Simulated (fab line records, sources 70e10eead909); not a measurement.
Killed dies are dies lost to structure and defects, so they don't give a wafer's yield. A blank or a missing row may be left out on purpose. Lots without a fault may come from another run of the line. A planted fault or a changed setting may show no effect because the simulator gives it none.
fab line records | flow nand_harc
record lots=24 wafers=72 last_day=24
route steps=1159 shown A_STAIRCASE@586
lots that met no fault: from a run of the same line without faults
start_h: hours from the record's first day to the start of the lot's first wafer shown | wait_h: hours since the lot's step before | " the same as in the row above | L1.1+2: a row that stands for several wafers | - no value, or no start given | * or withheld: withheld | < > ~ a bound
route shown NAME@n: a module of which the file shows steps, and the number in the route of the first | usual: mean/standard deviation of fault-free wafers | same: alike in all rows | chamber/n: place in a boat | sites: the reading at each site | _std_site: their standard deviation | _edge_site: outer sites' mean less inner sites' | radius_mm: how far each site lies from the wafer's centre | mask NAME#n: copy n | behind: the tool/chamber that last shaped the wafer | hold: why the lot was held/for how many hours/how that ended | device: the transistor (n, p or np) that didn't switch | end of line: the same wafers' tests at the end of the route | a step without rows: its recipe alone | killed: dies lost to structure and defects at the first sort, not the wafer's yield | map: a wafer's dies, x killed, . not, _ none there
set.NAME: the setting as run; set.NAME@STEP: as run at that earlier step | model.NAME: the simulator's own value behind a step, which no gauge read
steps of the route over a sample of lots; a table a step, a row a wafer
services: from which hour (start_h, from the record's first day; less than 0 if before it) a tool's chamber was out of use, for how many hours, and why
## steps
# step NHARC_A_STAIRCASE_ETCH_192
# recipe target_depth_a=1000 time_s=40.5 ion_energy_ev=400 c4f8_flow_sccm=20 o2_flow_sccm=10 ar_flow_sccm=withheld rf_w=600 bias_w=1000 chemistry=C4F8/O2
# usual oes_product_au=0.941/0.0092 rf_vpp_V=893/3.9
# same time_s=40.5
# columns lot.wafer tool chamber start_h wait_h oes_product_au rf_hours_counter_h rf_vpp_V
L074.2 rie_diel-13 0 - - 0.951 47 897
L074.5 " 0 " " 0.947 - 896
L074.6 " 1 " " 0.957 - 895
L075.1 rie_diel-10 1 - - 0.935 22 901
L075.5 " 1 " " 0.935 - 903
L075.6 " 2 " " 0.936 - 892
L076.4 rie_diel-09 0 - - 0.939 58 899
L076.2 " 3 " " 0.944 67 889
L076.6 " 0 " " 0.947 - 897
L077.3 rie_diel-10 0 - - 0.939 19 891
L077.2 " 2 " " 0.943 27 894
L077.5 " 0 " " 0.935 - 891
L078.1 rie_diel-10 1 - - 0.920 27 902
L078.5 " 2 " " 0.929 - 892
L078.6 " 3 " " 0.962 - 895
L079.4 rie_diel-09 2 - - 0.930 4 888
L079.1 " 3 " " 0.949 5 889
L079.2 " 1 " " 0.950 5 890
L080.2 rie_diel-10 2 - - 0.938 37 891
L080.1 " 0 " " 0.957 29 892
L080.5 " 1 " " 0.934 - 901
L081.1 rie_diel-09 2 - - 0.928 7 890
L081.4 " 1 " " 0.933 8 891
L081.6 " 2 " " 0.935 - 890
L082.1 rie_diel-10 1 - - 0.946 39 902
L082.4 " 3 " " 0.941 41 895
L082.6 " 1 " " 0.953 - 902
L083.1 rie_diel-09 3 - - 0.949 10 889
L083.2 " 0 " " 0.936 11 897
L083.5 " 2 " " 0.927 - 889
L084.2 rie_diel-13 2 - - 0.945 5 890
L084.3 " 1 " " 0.952 4 895
L084.5 " 3 " " 0.935 - 894
L087.3 rie_diel-09 3 - - 0.949 18 888
L087.6 " 0 " " 0.938 - 896
L087.5 " 1 " " 0.968 - 892
L086.3 rie_diel-13 1 - - 0.951 12 893
L086.1 " 3 " " 0.954 13 893
L086.6 " 1 " " 0.958 - 894
L085.1 rie_diel-09 2 - - 0.933 21 889
L085.5 " 2 " " 0.938 - 889
L085.6 " 3 " " 0.943 - 888
L089.2 rie_diel-13 2 - - 0.947 15 889
L089.1 " 1 " " 0.945 14 894
L089.5 " 3 " " 0.953 - 895
L088.4 rie_diel-10 0 - - 0.942 47 891
L088.1 " 1 " " 0.938 55 902
L088.2 " 3 " " 0.937 58 894
L090.3 rie_diel-10 3 - - 0.933 60 895
L090.1 " 2 " " 0.922 58 891
L090.6 " 3 " " 0.948 - 894
L092.1 rie_diel-10 2 - - 0.938 62 891
L092.4 " 0 " " 0.935 52 892
L092.2 " 1 " " 0.936 60 901
L094.3 rie_diel-13 2 - - 0.940 22 888
L094.1 " 1 " " 0.945 21 894
L094.4 " 0 " " 0.934 - 894
L093.3 rie_diel-13 0 - - 0.934 24 896
L093.1 " 1 " " 0.940 23 894
L093.4 " 2 " " 0.940 24 890
L091.1 rie_diel-09 2 - - 0.933 35 888
L091.6 " 3 " " 0.941 - 888
L091.5 " 0 " " 0.932 - 896
L096.4 rie_diel-13 2 - - 0.938 33 889
L096.2 " 0 " " 0.944 32 894
L096.6 " 2 " " 0.933 - 889
L095.1 rie_diel-09 0 - - 0.930 39 897
L095.3 " 1 " " 0.954 38 892
L095.2 " 3 " " 0.935 43 887
L097.3 rie_diel-09 1 - - 0.944 44 892
L097.1 " 2 " " 0.924 47 888
L097.5 " 3 " " 0.942 - 888
# step NHARC_A_STAIRCASE_TRIM_198
# recipe time_s=211.2 o2_flow_sccm=500 ar_flow_sccm=0 bias_w=0 chemistry=O2
# usual drypump_motor_current_A=6.0/0.46 oes_product_au=1.000/0.0098 rf_vpp_V=57.5/0.8 showerhead_plenum_p_Torr=3.44/0.094 throttle_valve_pct=17.036/0.0088
# same time_s=211.2
# columns lot.wafer tool chamber start_h wait_h drypump_motor_current_A oes_product_au rf_hours_counter_h rf_vpp_V showerhead_plenum_p_Torr throttle_valve_pct
L074.2 rie_diel-09 0 - - 5.6 1.009 53 60.1 3.56 17.023
L074.5 " 3 " " 6.6 1.013 - 57.5 3.35 17.038
L074.6 " 0 " " 5.6 1.003 - 57.5 3.56 17.034
L075.1 rie_diel-10 1 - - 5.4 1.008 23 58.0 3.70 17.041
L075.6 " 3 " " 5.8 1.009 - 56.8 3.50 17.025
L075.5 " 1 " " 5.4 1.001 - 56.4 3.70 17.034
L076.4 rie_diel-13 0 - - 5.7 1.020 52 58.2 3.54 17.032
L076.2 " 3 " " 6.2 1.003 54 56.2 3.47 17.051
L076.6 " 0 " " 5.8 1.019 - 57.2 3.54 17.043
L077.3 rie_diel-10 0 - - 5.7 1.000 19 57.4 3.41 17.029
L077.2 " 2 " " 5.1 0.993 27 56.0 3.41 17.039
L077.5 " 0 " " 5.7 1.007 - 56.7 3.41 17.046
L078.1 rie_diel-13 3 - - 6.2 1.011 54 56.1 3.47 17.040
L078.5 " 1 " " 6.7 1.015 - 57.7 3.49 17.013
L078.6 " 2 " " 5.9 1.012 - 56.9 3.37 17.038
L079.4 rie_diel-09 3 - - 6.6 1.005 6 58.3 3.34 17.042
L079.1 " 0 " " 5.7 1.000 6 57.5 3.56 17.029
L079.2 " 2 " " 6.5 0.985 5 57.6 3.35 17.040
L080.2 rie_diel-10 3 - - 5.9 0.999 39 57.5 3.50 17.029
L080.1 " 0 " " 5.7 0.988 29 57.1 3.40 17.018
L080.5 " 3 " " 5.9 1.000 - 57.6 3.50 17.041
L081.1 rie_diel-13 3 - - 6.2 1.002 3 58.8 3.47 17.043
L081.4 " 2 " " 5.9 0.993 3 58.4 3.36 17.035
L081.6 " 0 " " 5.7 1.008 - 57.0 3.53 17.039
L082.1 rie_diel-09 3 - - 6.6 1.009 9 57.4 3.34 17.046
L082.4 " 0 " " 5.7 0.987 10 58.5 3.56 17.033
L082.6 " 0 " " 5.6 0.981 - 58.1 3.56 17.041
L083.2 rie_diel-13 0 - - 5.7 1.009 4 56.1 3.53 17.028
L083.1 " 3 " " 6.2 1.000 4 58.2 3.47 17.033
L083.5 " 1 " " 6.6 0.996 - 58.7 3.48 17.040
L084.2 rie_diel-13 1 - - 6.6 1.000 5 57.5 3.48 17.025
L084.3 " 3 " " 6.2 0.995 6 57.7 3.47 17.039
L084.5 " 2 " " 5.9 0.993 - 57.3 3.36 17.029
L087.3 rie_diel-10 2 - - 5.1 0.989 51 57.8 3.40 17.056
L087.6 " 1 " " 5.4 1.007 - 58.2 3.68 17.025
L087.5 " 2 " " 5.0 0.988 - 57.6 3.40 17.032
L086.3 rie_diel-13 3 - - 6.2 0.979 13 58.7 3.46 17.053
L086.1 " 0 " " 5.7 0.996 12 56.5 3.52 17.036
L086.6 " 2 " " 5.9 0.996 - 56.6 3.36 17.037
L085.1 rie_diel-09 3 - - 6.6 1.013 22 57.7 3.33 17.048
L085.6 " 2 " " 6.5 0.995 - 58.1 3.34 17.037
L085.5 " 3 " " 6.6 1.012 - 58.0 3.33 17.039
L089.1 rie_diel-13 0 - - 5.7 1.014 15 57.7 3.52 17.043
L089.2 " 3 " " 6.2 1.005 17 57.8 3.46 17.040
L089.5 " 0 " " 5.7 1.012 - 58.0 3.52 17.040
L088.4 rie_diel-09 3 - - 6.6 1.003 25 57.0 3.33 17.039
L088.2 " 0 " " 5.7 0.986 24 58.8 3.55 17.028
L088.1 " 1 " " 6.2 1.008 23 56.4 3.39 17.031
L090.3 rie_diel-13 3 - - 6.2 1.000 19 57.4 3.46 17.052
L090.1 " 0 " " 5.7 1.012 17 57.2 3.52 17.042
L090.6 " 3 " " 6.2 0.998 - 56.5 3.46 17.046
L092.2 rie_diel-09 1 - - 6.2 1.002 30 55.8 3.39 17.035
L092.4 " 2 " " 6.5 0.991 32 58.6 3.34 17.033
L092.1 " 0 " " 5.6 0.988 30 56.8 3.55 17.043
L094.3 rie_diel-09 2 - - 6.5 0.988 32 57.7 3.34 17.049
L094.4 " 3 " " 6.6 0.987 32 57.1 3.33 17.038
L094.1 " 0 " " 5.6 0.986 30 57.8 3.54 17.039
L093.4 rie_diel-13 3 - - 6.2 0.992 23 56.7 3.46 17.042
L093.1 " 0 " " 5.8 0.997 25 58.6 3.52 17.033
L093.3 " 2 " " 5.9 0.999 24 58.2 3.35 17.028
L091.1 rie_diel-09 2 - - 6.5 0.998 35 57.0 3.34 17.023
L091.6 " 2 " " 6.5 0.988 - 58.3 3.34 17.050
L091.5 " 3 " " 6.5 1.005 - 57.6 3.32 17.046
L096.4 rie_diel-13 1 - - 6.6 1.006 32 56.8 3.47 17.034
L096.2 " 0 " " 5.8 1.001 32 56.4 3.51 17.018
L096.6 " 2 " " 5.9 0.999 - 57.4 3.35 17.030
L095.3 rie_diel-10 2 - - 5.0 0.987 0 57.9 3.39 17.037
L095.2 " 0 " " 5.7 0.986 0 58.8 3.39 17.041
L095.1 " 1 " " 5.4 0.990 0 58.3 3.68 17.043
L097.3 rie_diel-09 2 - - 6.5 0.990 48 57.6 3.33 17.042
L097.1 " 3 " " 6.6 1.009 48 56.6 3.32 17.041
L097.5 " 2 " " 6.5 0.988 - 58.3 3.33 17.044
# step NHARC_A_STAIRCASE_ETCH_199
# recipe target_depth_a=1000 time_s=40.5 ion_energy_ev=400 c4f8_flow_sccm=20 o2_flow_sccm=10 ar_flow_sccm=withheld rf_w=600 bias_w=1000 chemistry=C4F8/O2
# usual oes_product_au=0.942/0.012 rf_vpp_V=893/3.5
# same time_s=40.5
# columns lot.wafer tool chamber start_h wait_h oes_product_au rf_hours_counter_h rf_vpp_V
L074.2 rie_diel-09 0 - - 0.959 53 897
L074.6 " 2 " " 0.955 - 891
L074.5 " 3 " " 0.963 - 890
L075.1 rie_diel-10 3 - - 0.957 24 895
L075.5 " 3 " " 0.949 - 897
L075.6 " 1 " " 0.944 - 902
L076.2 rie_diel-13 3 - - 0.956 54 894
L076.4 " 0 " " 0.962 52 897
L076.6 " 0 " " 0.956 - 895
L077.2 rie_diel-10 2 - - 0.929 27 892
L077.3 " 1 " " 0.949 27 903
L077.5 " 2 " " 0.924 - 893
L078.1 rie_diel-13 3 - - 0.937 54 895
L078.6 " 1 " " 0.942 - 895
L078.5 " 2 " " 0.941 - 891
L079.2 rie_diel-09 1 - - 0.939 5 893
L079.4 " 2 " " 0.937 5 890
L079.1 " 3 " " 0.953 6 889
L080.2 rie_diel-10 1 - - 0.939 37 902
L080.1 " 3 " " 0.943 39 894
L080.5 " 1 " " 0.943 - 903
L081.1 rie_diel-13 3 - - 0.942 3 893
L081.4 " 0 " " 0.948 3 898
L081.6 " 3 " " 0.937 - 893
L082.4 rie_diel-09 3 - - 0.943 9 888
L082.1 " 1 " " 0.946 9 892
L082.6 " 3 " " 0.947 - 890
L083.1 rie_diel-13 2 - - 0.948 3 890
L083.2 " 1 " " 0.942 3 894
L083.5 " 3 " " 0.953 - 894
L084.3 rie_diel-13 2 - - 0.936 5 889
L084.2 " 3 " " 0.923 6 893
L084.5 " 1 " " 0.938 - 896
L087.3 rie_diel-10 3 - - 0.940 53 894
L087.6 " 0 " " 0.922 - 892
L087.5 " 1 " " 0.934 - 900
L086.1 rie_diel-13 1 - - 0.938 12 894
L086.3 " 2 " " 0.930 12 889
L086.6 " 0 " " 0.931 - 897
L085.1 rie_diel-09 1 - - 0.954 21 891
L085.5 " 2 " " 0.932 - 889
L085.6 " 3 " " 0.958 - 889
L089.2 rie_diel-13 0 - - 0.935 15 896
L089.1 " 1 " " 0.930 14 894
L089.5 " 3 " " 0.944 - 893
L088.1 rie_diel-09 3 - - 0.940 25 890
L088.2 " 0 " " 0.918 24 896
L088.4 " 1 " " 0.939 23 891
L090.3 rie_diel-13 2 - - 0.943 18 890
L090.1 " 3 " " 0.934 20 894
L090.6 " 1 " " 0.936 - 894
L092.4 rie_diel-09 2 - - 0.943 32 889
L092.1 " 3 " " 0.964 32 888
L092.2 " 0 " " 0.944 30 897
L094.3 rie_diel-09 0 - - 0.944 30 895
L094.4 " 2 " " 0.941 32 890
L094.1 " 3 " " 0.960 32 889
L093.4 rie_diel-13 1 - - 0.933 23 895
L093.1 " 2 " " 0.952 25 889
L093.3 " 0 " " 0.933 25 896
L091.1 rie_diel-09 0 - - 0.954 34 895
L091.5 " 2 " " 0.930 - 887
L091.6 " 3 " " 0.937 - 889
L096.4 rie_diel-13 2 - - 0.933 33 889
L096.2 " 0 " " 0.954 32 896
L096.6 " 3 " " 0.937 - 895
L095.1 rie_diel-10 2 - - 0.947 0 893
L095.3 " 3 " " 0.951 0 893
L095.2 " 0 " " 0.955 0 891
L097.3 rie_diel-09 0 - - 0.909 46 894
L097.1 " 1 " " 0.924 47 891
L097.5 " 1 " " 0.932 - 891
# step NHARC_A_STAIRCASE_TRIM_200
# recipe time_s=211.2 o2_flow_sccm=500 ar_flow_sccm=0 bias_w=0 chemistry=O2
# usual drypump_motor_current_A=6.0/0.46 oes_product_au=1.000/0.0087 rf_vpp_V=57.7/0.83 showerhead_plenum_p_Torr=3.44/0.095 throttle_valve_pct=17.038/0.0091
# same time_s=211.2
# columns lot.wafer tool chamber start_h wait_h drypump_motor_current_A oes_product_au rf_hours_counter_h rf_vpp_V showerhead_plenum_p_Torr throttle_valve_pct
L074.2 rie_diel-09 0 - - 5.6 1.008 53 58.9 3.56 17.053
L074.6 " 3 " " 6.6 1.010 - 55.7 3.35 17.026
L074.5 " 0 " " 5.6 0.999 - 57.8 3.56 17.031
L075.1 rie_diel-10 1 - - 5.4 0.997 23 57.4 3.70 17.033
L075.6 " 1 " " 5.4 0.992 - 59.3 3.70 17.045
L075.5 " 2 " " 5.0 0.989 - 55.8 3.41 17.025
L076.2 rie_diel-13 1 - - 6.6 1.002 48 57.5 3.49 17.042
L076.4 " 0 " " 5.7 1.014 52 56.8 3.54 17.052
L076.6 " 2 " " 5.9 1.017 - 57.0 3.37 17.044
L077.2 rie_diel-10 1 - - 5.4 1.006 27 58.2 3.70 17.042
L077.3 " 3 " " 5.8 1.013 29 57.6 3.50 17.038
L077.5 " 2 " " 5.0 1.001 - 58.6 3.41 17.034
L078.1 rie_diel-13 0 - - 5.7 0.999 52 58.6 3.53 17.046
L078.5 " 1 " " 6.6 1.004 - 57.2 3.49 17.030
L078.6 " 2 " " 5.9 1.011 - 57.3 3.37 17.019
L079.4 rie_diel-09 0 - - 5.6 0.994 6 58.4 3.56 17.027
L079.1 " 1 " " 6.2 1.000 5 57.9 3.40 17.048
L079.2 " 2 " " 6.5 0.987 5 57.6 3.35 17.019
L080.1 rie_diel-10 0 - - 5.7 1.001 29 57.3 3.40 17.049
L080.2 " 2 " " 5.0 0.988 37 57.1 3.41 17.053
L080.5 " 0 " " 5.7 1.011 - 59.2 3.40 17.056
L081.4 rie_diel-13 3 - - 6.2 0.999 3 57.0 3.47 17.038
L081.1 " 0 " " 5.7 0.997 3 58.5 3.53 17.030
L081.6 " 2 " " 5.9 0.989 - 57.4 3.36 17.030
L082.4 rie_diel-09 1 - - 6.2 0.995 9 57.9 3.40 17.029
L082.1 " 0 " " 5.6 0.987 10 57.9 3.56 17.033
L082.6 " 1 " " 6.2 1.006 - 57.1 3.40 17.035
L083.2 rie_diel-13 2 - - 5.9 1.013 3 57.1 3.36 17.032
L083.1 " 0 " " 5.7 1.010 4 57.7 3.53 17.057
L083.5 " 2 " " 5.9 1.005 - 57.4 3.36 17.054
L084.3 rie_diel-13 2 - - 5.9 0.993 5 57.3 3.36 17.031
L084.2 " 3 " " 6.2 0.993 6 59.5 3.47 17.045
L084.5 " 2 " " 5.9 0.982 - 56.1 3.36 17.036
L087.3 rie_diel-10 1 - - 5.4 1.008 50 58.1 3.68 17.032
L087.6 " 2 " " 5.0 0.987 - 58.9 3.40 17.055
L087.5 " 3 " " 5.8 1.009 - 57.9 3.49 17.039
L086.1 rie_diel-13 2 - - 5.9 0.997 12 58.1 3.36 17.046
L086.3 " 1 " " 6.7 1.012 12 58.4 3.48 17.057
L086.6 " 3 " " 6.2 1.005 - 57.7 3.46 17.049
L085.1 rie_diel-09 1 - - 6.2 1.001 21 56.2 3.39 17.029
L085.5 " 0 " " 5.6 0.988 - 58.1 3.55 17.031
L085.6 " 1 " " 6.2 1.003 - 55.9 3.39 17.029
L089.1 rie_diel-13 0 - - 5.7 1.001 15 57.5 3.52 17.051
L089.2 " 2 " " 5.9 1.005 15 57.7 3.36 17.031
L089.5 " 0 " " 5.7 1.018 - 58.3 3.52 17.045
L088.1 rie_diel-09 3 - - 6.6 1.003 25 58.0 3.33 17.034
L088.4 " 1 " " 6.2 0.992 24 57.9 3.39 17.032
L088.2 " 2 " " 6.5 0.987 25 57.2 3.34 17.041
L090.3 rie_diel-13 2 - - 5.9 1.001 18 56.5 3.35 17.041
L090.1 " 3 " " 6.2 1.006 20 57.5 3.46 17.035
L090.6 " 1 " " 6.7 1.019 - 57.4 3.48 17.047
L092.2 rie_diel-09 0 - - 5.7 0.987 30 56.5 3.54 17.022
L092.1 " 1 " " 6.2 1.009 30 57.0 3.39 17.056
L092.4 " 2 " " 6.5 0.998 32 58.4 3.34 17.038
L094.4 rie_diel-09 2 - - 6.5 0.991 32 57.7 3.34 17.037
L094.1 " 0 " " 5.7 0.981 30 57.2 3.55 17.029
L094.3 " 1 " " 6.2 0.998 30 56.9 3.39 17.026
L093.1 rie_diel-13 1 - - 6.7 0.999 23 57.4 3.47 17.037
L093.4 " 2 " " 5.9 1.006 25 56.6 3.35 17.030
L093.3 " 0 " " 5.7 0.995 25 58.5 3.52 17.050
L091.1 rie_diel-09 1 - - 6.2 1.004 33 56.6 3.38 17.023
L091.6 " 3 " " 6.6 1.011 - 57.2 3.32 17.037
L091.5 " 0 " " 5.7 0.988 - 59.4 3.54 17.034
L096.2 rie_diel-13 2 - - 5.8 1.001 33 57.9 3.35 17.046
L096.4 " 1 " " 6.6 1.010 32 57.4 3.47 17.042
L096.6 " 2 " " 5.9 1.006 - 57.4 3.35 17.033
L095.1 rie_diel-10 1 - - 5.4 0.987 0 59.3 3.68 17.034
L095.2 " 2 " " 5.1 0.983 0 57.0 3.39 17.042
L095.3 " 3 " " 5.9 0.996 0 56.5 3.48 17.037
L097.3 rie_diel-09 2 - - 6.5 0.990 49 57.5 3.33 17.034
L097.1 " 3 " " 6.6 0.995 49 56.3 3.32 17.030
L097.5 " 3 " " 6.6 1.010 - 57.6 3.32 17.032
# step NHARC_A_STAIRCASE_ETCH_201
# recipe target_depth_a=1000 time_s=40.5 ion_energy_ev=400 c4f8_flow_sccm=20 o2_flow_sccm=10 ar_flow_sccm=withheld rf_w=600 bias_w=1000 chemistry=C4F8/O2
# usual oes_product_au=0.942/0.0099 rf_vpp_V=893/3.5
# same time_s=40.5
# columns lot.wafer tool chamber start_h wait_h oes_product_au rf_hours_counter_h rf_vpp_V
L074.2 rie_diel-09 0 - - 0.963 53 896
L074.5 " 2 " " 0.963 - 890
L074.6 " 3 " " 0.955 - 888
L075.1 rie_diel-10 1 - - 0.942 23 901
L075.6 " 3 " " 0.940 - 894
L075.5 " 1 " " 0.932 - 902
L076.4 rie_diel-13 1 - - 0.936 48 895
L076.2 " 2 " " 0.938 54 889
L076.6 " 2 " " 0.946 - 888
L077.2 rie_diel-10 3 - - 0.936 29 897
L077.3 " 0 " " 0.936 19 891
L077.5 " 3 " " 0.947 - 894
L078.1 rie_diel-13 3 - - 0.934 54 895
L078.6 " 2 " " 0.957 - 890
L078.5 " 3 " " 0.945 - 895
L079.4 rie_diel-09 0 - - 0.941 6 896
L079.1 " 1 " " 0.946 5 892
L079.2 " 3 " " 0.966 6 889
L080.1 rie_diel-10 0 - - 0.938 29 891
L080.2 " 2 " " 0.941 37 891
L080.5 " 0 " " 0.943 - 892
L081.1 rie_diel-13 3 - - 0.934 3 896
L081.4 " 2 " " 0.942 3 890
L081.6 " 0 " " 0.942 - 896
L082.1 rie_diel-09 2 - - 0.935 8 889
L082.4 " 0 " " 0.947 10 898
L082.6 " 2 " " 0.922 - 890
L083.1 rie_diel-13 1 - - 0.935 3 893
L083.2 " 3 " " 0.928 4 895
L083.5 " 0 " " 0.941 - 895
L084.3 rie_diel-13 3 - - 0.938 6 895
L084.2 " 0 " " 0.962 6 897
L084.5 " 3 " " 0.947 - 894
L087.3 rie_diel-10 2 - - 0.915 52 891
L087.6 " 1 " " 0.932 - 902
L087.5 " 2 " " 0.927 - 890
L086.3 rie_diel-13 2 - - 0.926 13 890
L086.1 " 0 " " 0.944 12 896
L086.6 " 2 " " 0.928 - 889
L085.1 rie_diel-09 0 - - 0.934 22 897
L085.6 " 3 " " 0.955 - 889
L085.5 " 0 " " 0.923 - 895
L089.2 rie_diel-13 2 - - 0.945 16 889
L089.1 " 1 " " 0.960 15 893
L089.5 " 2 " " 0.939 - 889
L088.4 rie_diel-09 2 - - 0.949 25 889
L088.2 " 3 " " 0.946 25 889
L088.1 " 1 " " 0.943 24 892
L090.3 rie_diel-13 1 - - 0.948 17 894
L090.1 " 3 " " 0.938 20 894
L090.6 " 2 " " 0.933 - 889
L092.1 rie_diel-09 2 - - 0.947 32 889
L092.2 " 3 " " 0.951 32 889
L092.4 " 0 " " 0.935 30 897
L094.3 rie_diel-09 2 - - 0.935 32 890
L094.4 " 3 " " 0.938 32 888
L094.1 " 0 " " 0.950 30 896
L093.4 rie_diel-13 2 - - 0.933 25 890
L093.1 " 0 " " 0.948 25 895
L093.3 " 1 " " 0.946 24 895
L091.1 rie_diel-09 1 - - 0.953 33 890
L091.6 " 2 " " 0.942 - 889
L091.5 " 3 " " 0.947 - 889
L096.2 rie_diel-13 3 - - 0.941 31 892
L096.4 " 1 " " 0.940 32 892
L096.6 " 3 " " 0.946 - 893
L095.3 rie_diel-10 2 - - 0.945 0 891
L095.2 " 0 " " 0.935 0 892
L095.1 " 1 " " 0.949 0 903
L097.1 rie_diel-09 2 - - 0.931 49 890
L097.3 " 3 " " 0.940 49 888
L097.5 " 2 " " 0.922 - 889
# step NHARC_A_STAIRCASE_STRIP_205
# recipe power_w=1500 temp_c=250 chemistry=O2
# usual drypump_motor_current_A=6.0/0.42 heater_power_w=310/17
# columns lot.wafer tool chamber start_h wait_h drypump_motor_current_A heater_power_w rf_hours_counter_h
L074.2 plasma_asher-02 1 241.51 0.1 5.3 306 14
L074.5 " 1 " " 5.3 303 -
L074.6 " 0 " " 6.0 309 -
L075.1 plasma_asher-01 0 248.96 0.1 6.4 314 46
L075.5 " 1 " " 6.3 335 -
L075.6 " 0 " " 6.3 307 -
L076.2 plasma_asher-01 1 255.70 0.1 6.2 327 48
L076.4 " 1 " " 6.2 336 -
L076.6 " 0 " " 6.4 322 -
L077.2 plasma_asher-02 1 256.24 0.1 5.3 307 20
L077.3 " 0 " " 6.1 311 -
L077.5 " 0 " " 6.0 303 -
L078.1 plasma_asher-02 0 257.43 0.1 6.1 306 21
L078.6 " 0 " " 6.1 313 -
L078.5 " 1 " " 5.3 305 -
L079.1 plasma_asher-02 0 283.30 0.5 6.1 309 28
L079.2 " 1 " " 5.3 311 28
L079.4 " 1 " " 5.3 307 -
L080.2 plasma_asher-01 1 285.43 0.1 6.2 331 0
L080.1 " 0 " " 6.4 289 0
L080.5 " 0 " " 6.4 280 -
L081.1 plasma_asher-02 0 291.20 0.5 6.1 297 32
L081.4 " 1 " " 5.3 304 -
L081.6 " 0 " " 6.0 307 -
L082.1 plasma_asher-02 0 291.77 0.8 6.1 303 33
L082.4 " 1 " " 5.3 309 -
L082.6 " 0 " " 6.1 312 -
L083.1 plasma_asher-01 1 294.24 0.1 6.2 342 4
L083.2 " 0 " " 6.4 287 4
L083.5 " 0 " " 6.3 290 -
L084.2 plasma_asher-02 1 297.81 0.1 5.3 301 34
L084.3 " 1 " " 5.3 308 -
L084.5 " 1 " " 5.3 311 -
L087.3 plasma_asher-02 0 317.59 0.2 6.1 312 -
L087.5 " 0 " " 6.1 299 -
L087.6 " 1 " " 5.3 305 -
L086.1 plasma_asher-01 0 321.08 0.1 6.3 291 11
L086.3 " 1 " " 6.3 342 -
L086.6 " 0 " " 6.3 288 -
L085.1 plasma_asher-01 1 322.19 0.1 6.3 336 11
L085.6 " 1 " " 6.3 340 -
L085.5 " 0 " " 6.3 284 -
L089.2 plasma_asher-01 1 328.23 0.1 6.3 332 15
L089.1 " 0 " " 6.4 294 15
L089.5 " 1 " " 6.3 331 -
L088.2 plasma_asher-02 0 328.79 0.1 6.1 316 45
L088.1 " 1 " " 5.3 297 45
L088.4 " 1 " " 5.3 302 -
L090.1 plasma_asher-01 0 335.28 0.1 6.4 292 17
L090.3 " 1 " " 6.3 338 -
L090.6 " 1 " " 6.2 327 -
L092.2 plasma_asher-02 1 348.58 0.1 5.3 310 51
L092.1 " 0 " " 6.0 312 51
L092.4 " 0 " " 6.1 315 -
L094.1 plasma_asher-02 0 349.32 0.1 6.1 311 52
L094.3 " 0 " " 6.0 306 -
L094.4 " 1 " " 5.3 302 -
L093.1 plasma_asher-02 0 353.84 0.1 6.1 304 53
L093.3 " 0 " " 6.1 312 -
L093.4 " 1 " " 5.3 296 -
L091.1 plasma_asher-01 0 355.35 0.1 6.4 288 24
L091.6 " 1 " " 6.2 339 -
L091.5 " 0 " " 6.4 286 -
L096.2 plasma_asher-01 0 364.90 0.1 6.4 289 29
L096.4 " 0 " " 6.4 288 -
L096.6 " 1 " " 6.3 343 -
L095.2 plasma_asher-01 1 366.38 0.4 6.2 338 30
L095.1 " 0 " " 6.4 288 30
L095.3 " 1 " " 6.3 324 -
L097.1 plasma_asher-01 0 387.55 0.2 6.3 291 38
L097.3 " 0 " " 6.3 292 -
L097.5 " 0 " " 6.3 292 -
## services
# columns tool chamber start_h hours kind
rie_diel-09 1 223.01 2.1 repair
rie_diel-13 0 230.72 - clean
rie_diel-13 1 230.72 - clean
rie_diel-13 2 230.72 - clean
rie_diel-13 3 230.72 - clean
rie_diel-10 0 236.55 13.4 repair
rie_diel-09 - 254.16 9.0 pm
rie_diel-13 0 255.25 - clean
rie_diel-13 1 255.25 - clean
rie_diel-13 2 255.25 - clean
rie_diel-13 3 255.25 - clean
rie_diel-13 3 272.41 8.6 repair
rie_diel-13 - 276.04 9.0 pm
rie_diel-13 0 276.04 9.0 vent_cycle
rie_diel-13 1 276.04 9.0 vent_cycle
rie_diel-13 2 276.04 9.0 vent_cycle
plasma_asher-01 - 276.20 9.0 pm
rie_diel-13 0 285.04 - clean
rie_diel-13 2 305.68 4.4 repair
rie_diel-10 - 354.16 9.0 pm
plasma_asher-02 - 362.29 9.0 pm
rie_diel-13 - 375.21 2.7 repair
rie_diel-13 2 381.87 3.8 repair
rie_diel-10 1 387.50 7.1 repair
## key
fault none
